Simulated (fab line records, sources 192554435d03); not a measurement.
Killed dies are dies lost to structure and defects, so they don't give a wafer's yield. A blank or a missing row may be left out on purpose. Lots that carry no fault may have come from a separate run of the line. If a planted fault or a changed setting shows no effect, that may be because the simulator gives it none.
fab line records	flow n5Finfet
record: lots: 7	wafers: 21
route steps=1938 shown MOL_CONTACT_COAG@599 BEOL_M0_SAQP@676 BEOL_M0@715 BEOL_M2@851 PASSIVATION@1936
startH: the number of hours between the record's first day and the start of the first shown wafer of the lot	waitH: hours since the lot's step before	" the same as in the row above	L1.1+2: a single row standing in for several wafers	- no value present, or no start provided	* or withheld: withheld	< > ~ a bound
route shown NAME@n: NAME is a module with steps in the file, n the number in the route of the first one	usual: mean/standard deviation taken from wafers without a fault	same: alike in all rows	chamber/n: place in a boat	sites: per-site readings	_std_site: standard deviation across them	_edge_site: mean of outer sites minus mean of inner sites	radiusMm: for every site, how far away it sits from the centre of the wafer	mask NAME#n: copy n	behind: the tool/chamber that last shaped the wafer	hold: the reason the lot was held/the length of the hold in hours/how it ended	device: the transistor (n, p or np) that didn't switch	end of line: at the end of the route, the tests of the same wafers	step lacking rows: just its recipe	killed: at the first sort, the dies lost to defects and structure; wafer yield is something else	map: a wafer's dies, x killed, . not, _ none there
set.NAME: the setting the step ran with; set.NAME@STEP: the setting that earlier step ran with	model.NAME: the simulator's own value behind a step, which no gauge read
one table per step and one row per wafer, for lots whose settings were changed on purpose
== steps ==
step: N5_MOL_CONTACT_COAG_EXPOSE_37
recipe: maskId: VD	na: 0.33	sourceShape: annular	sigmaInner: 0.3	sigmaOuter: 0.7	polarization: unpolarized	defocusNm: 0	doseMj: 62
lot.wafer	tool	chamber	startH	waitH	mask	set.doseMj
L075.1+5	euvScanner-02	0	110.55	-	VD#0	62
L075.4	"	0	"	"	VD#0	64.41
L078.1+2+4	euvScanner-02	0	123.21	-	VD#0	62
L084.2+3+5	euvScanner-01	0	157.83	-	VD#0	62
L085.2+4	euvScanner-01	0	168.82	-	VD#0	62
L085.6	"	0	"	"	VD#0	65.85
L089.1	euvScanner-02	0	194.07	-	VD#0	66.14
L089.4+5	"	0	"	"	VD#0	62
L096.1+3	euvScanner-01	0	230.22	-	VD#0	65.75
L096.2	"	0	"	"	VD#0	62
L097.2+6	euvScanner-01	0	247.15	-	VD#0	57.95
L097.4	"	0	"	"	VD#0	62
step: N5_MOL_CONTACT_COAG_PEB_38
recipe: pebTempC: 100	pebTimeS: 60	resist: CAR-EUV
step: N5_MOL_CONTACT_COAG_DEVELOP_39
recipe: developTimeS: 30	developer: TMAH	resist: CAR-EUV	rinseLiquid: surfactantRinse	dry: airSpin	devTempC: 23
step: N5_MOL_CONTACT_COAG_CD_MEAS_40
recipe: targetCdNm: 25.1	landingEnergyEv: 500	detector: seInlens	polarity: opening
usual: cdNm: 25.20/0.22
lot.wafer	tool	chamber	startH	waitH	set.doseMj@MOL_CONTACT_COAG_EXPOSE_37	cdNm
L075.1	cdSem-03	0	110.70	-	62	25.45
L075.4	"	0	"	"	64.41	25.81
L075.5	"	0	"	"	62	24.89
L078.1	cdSem-01	0	123.36	-	62	25.38
L078.2	"	0	"	"	62	25.24
L078.4	"	0	"	"	62	25.30
L084.2	cdSem-03	0	157.96	-	62	25.37
L084.3	"	0	"	"	62	24.94
L084.5	"	0	"	"	62	25.25
L085.2	cdSem-02	0	168.95	-	62	25.35
L085.4	"	0	"	"	62	25.19
L085.6	"	0	"	"	65.85	26.38
L089.1	cdSem-01	0	194.22	-	66.14	26.54
L089.4	"	0	"	"	62	25.25
L089.5	"	0	"	"	62	24.96
L096.1	cdSem-03	0	230.37	-	65.75	26.42
L096.2	"	0	"	"	62	25.11
L096.3	"	0	"	"	65.75	26.20
L097.2	cdSem-01	0	247.29	-	57.95	23.96
L097.4	"	0	"	"	62	25.53
L097.6	"	0	"	"	57.95	23.55
step: N5_BEOL_M0_SAQP_SPACER2_ALD_26
recipe: material: SiO2	targetThkA: 150	tempC: 300	aldPrecursorFamily: BDEAS	aldCoReactant: O2-plasma	pulseTimeS: 1	purgeTimeS: 2	coReactantPurgeTimeS: 2	pressureTorr: 2
lot.wafer	tool	chamber	startH	waitH	set.targetThkA	model.SiO2_of_BEOL_M0_SAQP_SPACER2_ALD_26.thkNm
L075.1+4	aldSin-04	0,3	121.10	0.1	150	15.2
L075.5	"	0	"	"	150	15
L078.1	aldSin-04	1	137.10	0.1	150	15.2
L078.2+4	"	2,0	"	"	150	15
L084.2	aldSin-01	2	170.05	0.1	150	14.8
L084.3	"	1	"	"	150	15
L084.5	"	3	"	"	159.6	16
L085.2+4+6	aldSin-03	0,3,1	238.74	0.3	150	15
L089.1+4+5	aldSin-01	3,0,0	242.28	2.2	150	15
L096.1+2+3	aldSin-04	2,1,0	243.54	1.9	150	15
L097.2	aldSin-01	2	258.46	0.1	169.6	16.8
L097.4	"	0	"	"	150	15
L097.6	"	1	"	"	169.6	17
step: N5_BEOL_M0_SAQP_SPACER2_ETCHBACK_27
recipe: chemistry: CHF3/O2	mode: anisotropicEtchback	target: SiO2	targetDepthA: 225	timeS: 11.25	pressureMtorr: 30	sourceW: 650	biasW: 170	Ar_flow_sccm: 200	CHF3_flow_sccm: 50	O2_flow_sccm: 5	ionEnergyEv: 200
step: N5_BEOL_M0_SAQP_MANDREL2_REMOVE_110
recipe: chemistry: HBr/Cl2/O2	btTimeS: 10	target: a-Si	stopOn: SiCN	endpoint: OES-SiCl	overEtchFrac: 1	icpW: 600	biasW: 30	HBr_flow_sccm: 150	Cl2_flow_sccm: 80	O2_flow_sccm: 5	pressureMtorr: 10
lot.wafer	tool	chamber	startH	waitH	set.targetThkA@BEOL_M0_SAQP_SPACER2_ALD_26	model.BEOL_M0_SAQP.cdNm
L075.1+4+5	rieSi-03	0,1,2	121.89	0.1	150	15.2
L078.1+4	rieSi-03	3,2	137.74	0.1	150	15.2
L078.2	"	0	"	"	150	14.8
L084.2	rieSi-04	1	170.79	0.1	150	14.8
L084.3	"	0	"	"	150	15
L084.5	"	2	"	"	159.6	16
L085.2+4+6	rieSi-05	1,0,0	239.44	0.1	150	15
L089.1+4+5	rieSi-03	3,3,1	242.92	0.1	150	15.2
L096.1	rieSi-04	1	244.25	0.1	150	15.2
L096.2+3	"	0,2	"	"	150	15
L097.2	rieSi-05	3	259.09	0.1	169.6	16.8
L097.4	"	2	"	"	150	15.2
L097.6	"	0	"	"	169.6	17.2
step: N5_BEOL_M0_SAQP_CD_MEAS_29
recipe: targetCdNm: 14.4	landingEnergyEv: 1000	detector: seInlens
usual: cdNm: 15.05/0.24
lot.wafer	tool	chamber	startH	waitH	set.targetThkA@BEOL_M0_SAQP_SPACER2_ALD_26	cdNm
L075.1	cdSem-01	0	122.00	0.1	150	14.56
L075.4	"	0	"	"	150	15.26
L075.5	"	0	"	"	150	15.22
L078.1	cdSem-01	0	137.85	0.1	150	15.13
L078.2	"	0	"	"	150	15.03
L078.4	"	0	"	"	150	15.20
L084.2	cdSem-03	0	170.90	0.1	150	14.58
L084.3	"	0	"	"	150	14.74
L084.5	"	0	"	"	159.6	15.60
L085.2	cdSem-03	0	239.55	0.1	150	15.16
L085.4	"	0	"	"	150	15.44
L085.6	"	0	"	"	150	15.03
L089.1	cdSem-03	0	243.03	0.1	150	15.51
L089.4	"	0	"	"	150	15.10
L089.5	"	0	"	"	150	15.18
L096.1	cdSem-01	0	244.36	0.1	150	15.21
L096.2	"	0	"	"	150	15.39
L096.3	"	0	"	"	150	14.95
L097.2	cdSem-03	0	259.20	0.1	169.6	17.13
L097.4	"	0	"	"	150	15.17
L097.6	"	0	"	"	169.6	17.12
step: N5_BEOL_M0_SAQP_EXPOSE_37
recipe: maskId: M0_CUT1	na: 0.33	sourceShape: annular	sigmaInner: 0.35	sigmaOuter: 0.8	polarization: unpolarized	targetCdNm: 30	doseMj: 44.75
lot.wafer	tool	chamber	startH	waitH	mask	set.doseMj
L075.1+4	euvScanner-02	0	122.37	-	M0_CUT1#0	44.75
L075.5	"	0	"	"	M0_CUT1#0	41.53
L078.1+2+4	euvScanner-01	0	138.17	-	M0_CUT1#0	44.75
L084.2	euvScanner-01	0	171.08	-	M0_CUT1#0	42.77
L084.3+5	"	0	"	"	M0_CUT1#0	44.75
L085.2	euvScanner-01	0	239.73	-	M0_CUT1#0	43.35
L085.4+6	"	0	"	"	M0_CUT1#0	44.75
L089.1+4	euvScanner-01	0	243.20	-	M0_CUT1#0	43.38
L089.5	"	0	"	"	M0_CUT1#0	44.75
L096.1	euvScanner-01	0	244.53	-	M0_CUT1#0	44.75
L096.2+3	"	0	"	"	M0_CUT1#0	46.18
L097.2+4+6	euvScanner-01	0	259.51	-	M0_CUT1#0	44.75
step: N5_BEOL_M0_SAQP_PEB_38
recipe: pebTempC: 100	pebTimeS: 60	resist: CAR-EUV
step: N5_BEOL_M0_SAQP_DEVELOP_39
recipe: developTimeS: 30	developer: TMAH	resist: CAR-EUV	rinseLiquid: surfactantRinse	dry: airSpin	devTempC: 23
step: N5_BEOL_M0_SAQP_CD_MEAS_40
recipe: targetCdNm: 30	landingEnergyEv: 500	detector: seInlens
usual: cdNm: 30.03/0.27
lot.wafer	tool	chamber	startH	waitH	set.doseMj@BEOL_M0_SAQP_EXPOSE_37	cdNm
L075.1	cdSem-03	0	122.51	-	44.75	30.23
L075.4	"	0	"	"	44.75	30.21
L075.5	"	0	"	"	41.53	28.69
L078.1	cdSem-01	0	138.31	-	44.75	29.92
L078.2	"	0	"	"	44.75	30.25
L078.4	"	0	"	"	44.75	30.16
L084.2	cdSem-03	0	171.21	-	42.77	28.97
L084.3	"	0	"	"	44.75	30.02
L084.5	"	0	"	"	44.75	30.02
L085.2	cdSem-03	0	239.85	-	43.35	29.30
L085.4	"	0	"	"	44.75	30.28
L085.6	"	0	"	"	44.75	30.29
L089.1	cdSem-03	0	243.33	-	43.38	29.53
L089.4	"	0	"	"	43.38	29.02
L089.5	"	0	"	"	44.75	30.09
L096.1	cdSem-01	0	244.67	-	44.75	29.90
L096.2	"	0	"	"	46.18	30.60
L096.3	"	0	"	"	46.18	30.95
L097.2	cdSem-02	0	259.64	-	44.75	30.35
L097.4	"	0	"	"	44.75	30.17
L097.6	"	0	"	"	44.75	29.66
step: N5_BEOL_M0_SAQP_DESCUM_45
recipe: chemistry: O2	timeS: 7	sourcePowerW: 50	biasPowerW: 20	pressureMtorr: 20	rfFrequencyHz: 2.712e+07	tempC: 40	resist: CAR-EUV	o2FlowSccm: 225
lot.wafer	tool	chamber	startH	waitH	set.doseMj@BEOL_M0_SAQP_EXPOSE_37	model.BEOL_M0_SAQP.cdNm
L075.1	rieDiel-01	3	122.63	0.0	44.75	30
L075.4	"	1	"	"	44.75	30.4
L075.5	"	0	"	"	41.53	28.6
L078.1+4	rieDiel-01	0,1	138.73	0.3	44.75	30.2
L078.2	"	3	"	"	44.75	29.8
L084.2	rieDiel-05	1	171.33	0.0	42.77	29.2
L084.3+5	"	3,1	"	"	44.75	30
L085.2	rieDiel-01	1	240.37	0.4	43.35	29.8
L085.4	"	0	"	"	44.75	30.2
L085.6	"	3	"	"	44.75	30
L089.1	rieDiel-01	0	243.46	0.0	43.38	29.4
L089.4	"	1	"	"	43.38	29.6
L089.5	"	2	"	"	44.75	30.2
L096.1	rieDiel-06	2	244.93	0.2	44.75	30
L096.2	"	1	"	"	46.18	30.8
L096.3	"	3	"	"	46.18	30.6
L097.2	rieDiel-06	2	259.86	0.1	44.75	30.2
L097.4	"	1	"	"	44.75	29.8
L097.6	"	2	"	"	44.75	30
step: N5_BEOL_M0_ETCH_138
recipe: chemistry: CH3F/O2	targetDepthA: 120	target: SiCN	timeS: 31.6	ionEnergyEv: 120	pressureMtorr: 30	sourceW: 395	biasW: 75	Ar_flow_sccm: 150	CH3F_flow_sccm: 30	O2_flow_sccm: 20	ends: cleared
usual: rfVppV: 297.4/1.7
lot.wafer	tool	chamber	startH	waitH	set.sourceW	rfVppV
L075.1	rieDiel-04	1	124.28	0.0	463.3	282.9
L075.4	"	0	"	"	463.3	281.8
L075.5	"	0	"	"	395	296.6
L078.1	rieDiel-03	0	140.41	0.0	395	294.8
L078.2	"	3	"	"	395	299.5
L078.4	"	2	"	"	395	297.2
L084.2	rieDiel-03	2	174.31	0.0	395	296.4
L084.3	"	0	"	"	395	294.8
L084.5	"	2	"	"	362.5	307.2
L085.2	rieDiel-04	3	242.60	0.0	395	296.7
L085.4	"	1	"	"	395	296.5
L085.6	"	0	"	"	395	296.4
L089.1	rieDiel-03	3	245.39	0.0	326.2	319.8
L089.4	"	1	"	"	395	297.0
L089.5	"	3	"	"	395	299.6
L096.1	rieDiel-04	3	248.31	0.0	360.9	304.6
L096.2	"	1	"	"	360.9	305.1
L096.3	"	2	"	"	395	295.3
L097.2	rieDiel-04	3	261.45	0.0	395	296.3
L097.4	"	3	"	"	395	296.4
L097.6	"	2	"	"	395	296.5
step: N5_BEOL_M0_HM_OPEN_105
recipe: chemistry: Cl2/BCl3	targetDepthA: 120	target: TiN	ionEnergyEv: 150	pressureMtorr: 10	icpW: 1000	biasW: 126	Cl2_flow_sccm: 53.25	bcl3FlowSccm: 21.75	Ar_flow_sccm: 25
lot.wafer	tool	chamber	startH	waitH	set.targetThkA@BEOL_M0_SAQP_SPACER2_ALD_26	model.SiO2_of_BEOL_M0_SAQP_SPACER2_ALD_26.thkNm
L075.1	rieMetal-03	0	124.43	0.1	150	3
L075.4	"	1	"	"	150	2.8
L075.5	"	1	"	"	150	2.6
L078.1+4	rieMetal-03	1,0	143.92	3.5	150	3
L078.2	"	0	"	"	150	2.8
L084.2+3	rieMetal-01	1	174.91	0.6	150	2.6
L084.5	"	0	"	"	159.6	3.8
L085.2+4+6	rieMetal-01	1	242.75	0.1	150	2.6
L089.1	rieMetal-03	1	245.49	0.1	150	2.6
L089.4+5	"	1,0	"	"	150	2.8
L096.1+3	rieMetal-02	0	249.77	1.4	150	2.6
L096.2	"	0	"	"	150	2.8
L097.2	rieMetal-01	0	262.05	0.6	169.6	4.4
L097.4	"	1	"	"	150	2.4
L097.6	"	1	"	"	169.6	4.6
step: N5_BEOL_M0_ETCH_128
recipe: chemistry: CF4/N2	targetDepthA: 120	overetchA: 51	target: SiCN	timeS: 21.4	ionEnergyEv: 150	pressureMtorr: 40	sourceW: 430	biasW: 70	Ar_flow_sccm: 100	cf4FlowSccm: 60	n2FlowSccm: 60
usual: rfVppV: 382.4/2.2
lot.wafer	tool	chamber	startH	waitH	set.sourceW	rfVppV
L075.1	rieDiel-03	3	125.21	0.4	461.2	377.0
L075.4	"	0	"	"	461.2	371.1
L075.5	"	0	"	"	461.2	371.3
L078.1	rieDiel-04	3	144.23	0.0	430	383.2
L078.2	"	2	"	"	430	379.6
L078.4	"	0	"	"	430	380.5
L084.2	rieDiel-02	2	176.09	0.8	484.3	370.6
L084.3	"	3	"	"	484.3	368.1
L084.5	"	0	"	"	484.3	365.0
L085.2	rieDiel-03	1	243.98	0.7	430	382.3
L085.4	"	2	"	"	401.3	390.2
L085.6	"	1	"	"	430	383.6
L089.1	rieDiel-04	1	247.52	1.7	461.9	373.4
L089.4	"	2	"	"	461.9	371.7
L089.5	"	2	"	"	461.9	371.0
L096.1	rieDiel-04	1	250.25	0.0	430	381.3
L096.2	"	0	"	"	430	380.9
L096.3	"	2	"	"	430	377.9
L097.2	rieDiel-03	0	262.50	0.0	370.3	406.5
L097.4	"	1	"	"	430	383.1
L097.6	"	2	"	"	430	381.4
step: N5_BEOL_M2_EXPOSE_08
recipe: maskId: M2	na: 0.33	sourceShape: dipole	sigmaInner: 0.369	sigmaOuter: 0.767	polarization: unpolarized	doseMj: 41.25
lot.wafer	tool	chamber	startH	waitH	mask	set.doseMj
L075.1+4+5	euvScanner-01	0	139.96	-	M2#0	41.25
L078.1+2+4	euvScanner-02	0	159.26	-	M2#0	41.25
L084.2+5	euvScanner-02	0	191.69	-	M2#0	40.37
L084.3	"	0	"	"	M2#0	41.25
L085.2+4	euvScanner-02	0	255.20	-	M2#0	41.25
L085.6	"	0	"	"	M2#0	40.34
L089.1+4+5	euvScanner-02	0	259.67	-	M2#0	41.25
L096.1+3	euvScanner-01	0	267.99	-	M2#0	41.25
L096.2	"	0	"	"	M2#0	38.34
L097.2	euvScanner-02	0	287.06	-	M2#0	41.25
L097.4+6	"	0	"	"	M2#0	42.42
step: N5_BEOL_M2_PEB_09
recipe: pebTempC: 100	pebTimeS: 60	resist: CAR-EUV
step: N5_BEOL_M2_DEVELOP_10
recipe: developTimeS: 30	developer: TMAH	resist: CAR-EUV	rinseLiquid: surfactantRinse	dry: airSpin	devTempC: 23
step: N5_BEOL_M2_CD_MEAS_11
recipe: targetCdNm: 16.79	landingEnergyEv: 500	detector: seInlens	polarity: opening
usual: cdNm: 16.77/0.25
lot.wafer	tool	chamber	startH	waitH	set.doseMj@BEOL_M2_EXPOSE_08	cdNm
L075.1	cdSem-01	0	140.09	-	41.25	16.64
L075.4	"	0	"	"	41.25	16.69
L075.5	"	0	"	"	41.25	16.79
L078.1	cdSem-01	0	159.39	-	41.25	16.50
L078.2	"	0	"	"	41.25	16.76
L078.4	"	0	"	"	41.25	16.74
L084.2	cdSem-01	0	191.81	-	40.37	16.00
L084.3	"	0	"	"	41.25	16.79
L084.5	"	0	"	"	40.37	16.32
L085.2	cdSem-03	0	255.33	-	41.25	16.89
L085.4	"	0	"	"	41.25	17.15
L085.6	"	0	"	"	40.34	16.64
L089.1	cdSem-02	0	259.80	-	41.25	16.54
L089.4	"	0	"	"	41.25	16.34
L089.5	"	0	"	"	41.25	17.25
L096.1	cdSem-02	0	268.12	-	41.25	16.64
L096.2	"	0	"	"	38.34	15.16
L096.3	"	0	"	"	41.25	16.97
L097.2	cdSem-01	0	287.19	-	41.25	16.41
L097.4	"	0	"	"	42.42	17.03
L097.6	"	0	"	"	42.42	17.64
step: N5_BEOL_M2_DESCUM_16
recipe: chemistry: O2	timeS: 7	sourcePowerW: 50	biasPowerW: 20	pressureMtorr: 20	rfFrequencyHz: 2.712e+07	tempC: 40	resist: CAR-EUV	o2FlowSccm: 225
lot.wafer	tool	chamber	startH	waitH	set.timeS
L075.1+5	rieDiel-02	3	140.21	0.0	7
L075.4	"	2	"	"	6.339
L078.1+2+4	rieDiel-03	1,2,0	159.56	0.1	7
L084.2+3	rieDiel-02	2,1	192.66	0.8	7
L084.5	"	2	"	"	7.542
L085.2	rieDiel-03	3	255.45	0.0	7.572
L085.4+6	"	0	"	"	7
L089.1+4+5	rieDiel-04	1,3,1	259.93	0.0	7
L096.1+2	rieDiel-04	1,0	268.25	0.0	6.423
L096.3	"	2	"	"	7
L097.2+6	rieDiel-04	1,0	287.31	0.0	6.575
L097.4	"	3	"	"	7
step: N5_BEOL_M2_ETCH_74
recipe: chemistry: N2/H2	target: underlayer	targetDepthA: 65	maskMaterial: CAR-EUV	timeS: 5.2	ionEnergyEv: 200	pressureMtorr: 30	sourceW: 840	biasW: 150	n2FlowSccm: 200	h2FlowSccm: 200	ends: cleared
lot.wafer	tool	chamber	startH	waitH	set.doseMj@BEOL_M2_EXPOSE_08	model.BEOL_M2.cdOffsetNm
L075.1+5	rieDiel-02	3	140.25	0.0	41.25	0.2
L075.4	"	2	"	"	41.25	0
L078.1+4	rieDiel-03	1,0	159.59	0.0	41.25	0
L078.2	"	2	"	"	41.25	0.2
L084.2	rieDiel-02	2	192.69	0.0	40.37	-0.6
L084.3	"	1	"	"	41.25	-0.2
L084.5	"	2	"	"	40.37	-0.4
L085.2+4	rieDiel-03	3,0	255.49	0.0	41.25	0.2
L085.6	"	0	"	"	40.34	-0.2
L089.1+4	rieDiel-04	1,3	259.96	0.0	41.25	-0.4
L089.5	"	1	"	"	41.25	0
L096.1+3	rieDiel-04	1,2	268.28	0.0	41.25	0
L096.2	"	0	"	"	38.34	-1.8
L097.2	rieDiel-04	1	287.35	0.0	41.25	-0.2
L097.4+6	"	3,0	"	"	42.42	0.4
step: N5_BEOL_M2_ETCH_63
recipe: chemistry: CF4	target: SiARC	targetDepthA: 156	maskMaterial: CAR-EUV	timeS: 26	ionEnergyEv: 80	pressureMtorr: 40	sourceW: 545	biasW: 36	Ar_flow_sccm: 100	cf4FlowSccm: 100	ends: cleared
step: N5_BEOL_M2_ETCH_64
recipe: chemistry: N2/H2	target: SOC	targetDepthA: 750	overetchA: 225	maskMaterial: SiARC	tempC: 40	timeS: 121.9	ionEnergyEv: 200	pressureMtorr: 30	sourceW: 840	biasW: 150	n2FlowSccm: 200	h2FlowSccm: 200
lot.wafer	tool	chamber	startH	waitH	set.doseMj@BEOL_M2_EXPOSE_08	model.BEOL_M2.cdOffsetNm
L075.1	rieDiel-02	3	140.29	0.0	41.25	0.2
L075.4	"	2	"	"	41.25	0
L075.5	"	3	"	"	41.25	0.4
L078.1+2+4	rieDiel-03	1,2,0	159.64	0.0	41.25	0
L084.2	rieDiel-02	2	192.74	0.0	40.37	-0.6
L084.3	"	1	"	"	41.25	-0.2
L084.5	"	2	"	"	40.37	-0.2
L085.2	rieDiel-03	3	255.53	0.0	41.25	0.4
L085.4	"	0	"	"	41.25	0.2
L085.6	"	0	"	"	40.34	-0.2
L089.1+4	rieDiel-04	1,3	260.01	0.0	41.25	-0.2
L089.5	"	1	"	"	41.25	0
L096.1	rieDiel-04	1	268.33	0.0	41.25	0.2
L096.2	"	0	"	"	38.34	-1.4
L096.3	"	2	"	"	41.25	0
L097.2	rieDiel-04	1	287.39	0.0	41.25	-0.4
L097.4+6	"	3,0	"	"	42.42	0.4
step: N5_BEOL_M2_STRIP_65
recipe: chemistry: N2/H2	tempC: 40	n2FlowSccm: 200	h2FlowSccm: 200	rfFrequencyHz: 6e+07
step: N5_BEOL_M2_STRIP_75
recipe: chemistry: N2/H2	tempC: 40	n2FlowSccm: 200	h2FlowSccm: 200	rfFrequencyHz: 6e+07
step: N5_BEOL_M2_PRECLEAN_42
recipe: chemistry: residueRemover	timeS: 60	tempC: 40
step: N5_BEOL_M2_SRD_43
recipe: timeS: 30	tempC: 23	rinseLiquid: diw	dry: ipaMarangoni
step: N5_BEOL_M2_CD_MEAS_35
recipe: targetCdNm: 18	targetCdYNm: 22.2	polarity: opening
usual: cdNm: 18.1/0.32
lot.wafer	tool	chamber	startH	waitH	set.doseMj@BEOL_M2_EXPOSE_08	cdNm
L075.1	cdSem-02	-	144.70	0.0	41.25	18.1
L075.4	"	-	"	"	41.25	18.2
L075.5	"	-	"	"	41.25	18.6
L078.1	cdSem-02	-	162.85	0.0	41.25	17.8
L078.2	"	-	"	"	41.25	17.8
L078.4	"	-	"	"	41.25	17.8
L084.2	cdSem-01	-	195.00	0.0	40.37	17.8
L084.3	"	-	"	"	41.25	17.8
L084.5	"	-	"	"	40.37	17.6
L085.2	cdSem-01	-	257.39	0.0	41.25	18.3
L085.4	"	-	"	"	41.25	18.1
L085.6	"	-	"	"	40.34	17.8
L089.1	cdSem-02	-	263.01	0.0	41.25	18.0
L089.4	"	-	"	"	41.25	17.6
L089.5	"	-	"	"	41.25	18.0
L096.1	cdSem-01	-	278.14	0.0	41.25	18.2
L096.2	"	-	"	"	38.34	16.8
L096.3	"	-	"	"	41.25	18.1
L097.2	cdSem-01	-	294.61	0.0	41.25	17.9
L097.4	"	-	"	"	42.42	18.6
L097.6	"	-	"	"	42.42	18.4
step: N5_PASSIVATION_PROBE_49
usual: defectLimitedYield: 91.0/1.5	killedDies: 106/18	sortYieldPct: 91.0/1.5
lot.wafer	tool	chamber	startH	waitH	set.doseMj@BEOL_M2_EXPOSE_08	set.targetThkA@STI_FIN_REVEAL_ALD_14	set.targetThkA@BEOL_M0_SAQP_SPACER2_ALD_26	defectLimitedYield[%]	killedDies	sortYieldPct[%]
L075.1	prober-01	-	258.60	0.0	41.25	30	150	91.3	103	91.3
L075.4	prober-01	-	258.75	0.2	41.25	30	150	92.3	91	92.3
L075.5	prober-01	-	258.80	0.2	41.25	30	150	81.9	214	81.9
L078.1	prober-01	-	266.01	0.0	41.25	30	150	89.3	126	89.3
L078.2	prober-01	-	266.06	0.1	41.25	30	150	89.4	125	89.4
L078.4	prober-01	-	266.16	0.2	41.25	30	150	93.7	74	93.7
L084.2	prober-02	-	296.28	0.3	40.37	30	150	82.5	207	82.5
L084.3	prober-02	-	296.33	0.4	41.25	28.17	150	91.3	103	91.3
L084.5	prober-02	-	296.43	0.5	40.37	30	159.6	72.4	326	72.4
L085.2	prober-01	-	402.45	0.1	41.25	30	150	86.4	161	86.4
L085.4	prober-01	-	402.55	0.2	41.25	30	150	88.1	141	88.1
L085.6	prober-01	-	402.65	0.3	40.34	31.38	150	87.0	153	87.0
L089.1	prober-02	-	425.07	0.0	41.25	30	150	90.3	115	90.3
L089.4	prober-02	-	425.22	0.2	41.25	30	150	91.4	101	91.4
L089.5	prober-02	-	425.27	0.2	41.25	30	150	91.3	103	91.3
L096.1	prober-01	-	432.54	0.0	41.25	30	150	92.2	92	92.2
L096.2	prober-01	-	432.59	0.1	38.34	30	150	0	1180	0
L096.3	prober-01	-	432.64	0.1	41.25	30	150	90.1	117	90.1
L097.2	prober-01	-	446.53	0.1	41.25	32.76	169.6	0	1180	0
L097.4	prober-01	-	446.63	0.2	42.42	32.76	150	87.6	146	87.6
L097.6	prober-01	-	446.73	0.3	42.42	30	169.6	0	1180	0
== key ==
split: step: N5_MOL_CONTACT_COAG_EXPOSE_37	setting: doseMj	stated: 62	by: wafer
response: step: N5_MOL_CONTACT_COAG_CD_MEAS_40	reading: cdNm	change: +0.213	per: 1%	r: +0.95
split: step: N5_BEOL_M0_SAQP_SPACER2_ALD_26	setting: targetThkA	stated: 150	by: wafer
response: step: N5_BEOL_M0_SAQP_SPACER2_ALD_26	reading: model.SiO2_of_BEOL_M0_SAQP_SPACER2_ALD_26.thkNm	change: +0.151	per: 1%	r: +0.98
response: step: N5_BEOL_M0_SAQP_MANDREL2_REMOVE_110	reading: model.BEOL_M0_SAQP.cdNm	change: +0.144	per: 1%	r: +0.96
response: step: N5_BEOL_M0_SAQP_CD_MEAS_29	reading: cdNm	change: +0.149	per: 1%	r: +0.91
response: step: N5_BEOL_M0_HM_OPEN_105	reading: model.SiO2_of_BEOL_M0_SAQP_SPACER2_ALD_26.thkNm	change: +0.166	per: 1%	r: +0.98
response: step: N5_PASSIVATION_PROBE_49	reading: defectLimitedYield	slope: -3.41	per: 1%	togetherWith: doseMj@BEOL_M2_EXPOSE_08,targetThkA@STI_FIN_REVEAL_ALD_14	explained: 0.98
response: step: N5_PASSIVATION_PROBE_49	reading: killedDies	slope: +40.3	per: 1%	togetherWith: doseMj@BEOL_M2_EXPOSE_08,targetThkA@STI_FIN_REVEAL_ALD_14	explained: 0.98
response: step: N5_PASSIVATION_PROBE_49	reading: sortYieldPct	slope: -3.41	per: 1%	togetherWith: doseMj@BEOL_M2_EXPOSE_08,targetThkA@STI_FIN_REVEAL_ALD_14	explained: 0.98
split: step: N5_BEOL_M0_SAQP_EXPOSE_37	setting: doseMj	stated: 44.75	by: wafer
response: step: N5_BEOL_M0_SAQP_CD_MEAS_40	reading: cdNm	change: +0.238	per: 1%	r: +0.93
response: step: N5_BEOL_M0_SAQP_DESCUM_45	reading: model.BEOL_M0_SAQP.cdNm	change: +0.202	per: 1%	r: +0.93
split: step: N5_BEOL_M0_ETCH_138	setting: sourceW	stated: 395	by: wafer
response: step: N5_BEOL_M0_ETCH_138	reading: rfVppV	change: -1.07	per: 1%	r: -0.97
split: step: N5_BEOL_M0_ETCH_128	setting: sourceW	stated: 430	by: wafer
response: step: N5_BEOL_M0_ETCH_128	reading: rfVppV	change: -1.62	per: 1%	r: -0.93
split: step: N5_BEOL_M2_EXPOSE_08	setting: doseMj	stated: 41.25	by: wafer
response: step: N5_BEOL_M2_CD_MEAS_11	reading: cdNm	change: +0.244	per: 1%	r: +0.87
response: step: N5_BEOL_M2_ETCH_74	reading: model.BEOL_M2.cdOffsetNm	change: +0.237	per: 1%	r: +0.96
response: step: N5_BEOL_M2_ETCH_64	reading: model.BEOL_M2.cdOffsetNm	change: +0.214	per: 1%	r: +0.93
response: step: N5_BEOL_M2_CD_MEAS_35	reading: cdNm	change: +0.186	per: 1%	r: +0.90
response: step: N5_PASSIVATION_PROBE_49	reading: defectLimitedYield	slope: +13	per: 1%	togetherWith: targetThkA@STI_FIN_REVEAL_ALD_14,targetThkA@BEOL_M0_SAQP_SPACER2_ALD_26	explained: 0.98
response: step: N5_PASSIVATION_PROBE_49	reading: killedDies	slope: -154	per: 1%	togetherWith: targetThkA@STI_FIN_REVEAL_ALD_14,targetThkA@BEOL_M0_SAQP_SPACER2_ALD_26	explained: 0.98
response: step: N5_PASSIVATION_PROBE_49	reading: sortYieldPct	slope: +13	per: 1%	togetherWith: targetThkA@STI_FIN_REVEAL_ALD_14,targetThkA@BEOL_M0_SAQP_SPACER2_ALD_26	explained: 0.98
split: step: N5_BEOL_M2_DESCUM_16	setting: timeS	stated: 7	by: wafer
response none clear
split outsideThisFile step=N5_STI_FIN_REVEAL_ALD_14 setting=targetThkA
split outsideThisFile: this setting was split too, and the file shows its column; the key of that split is in another file
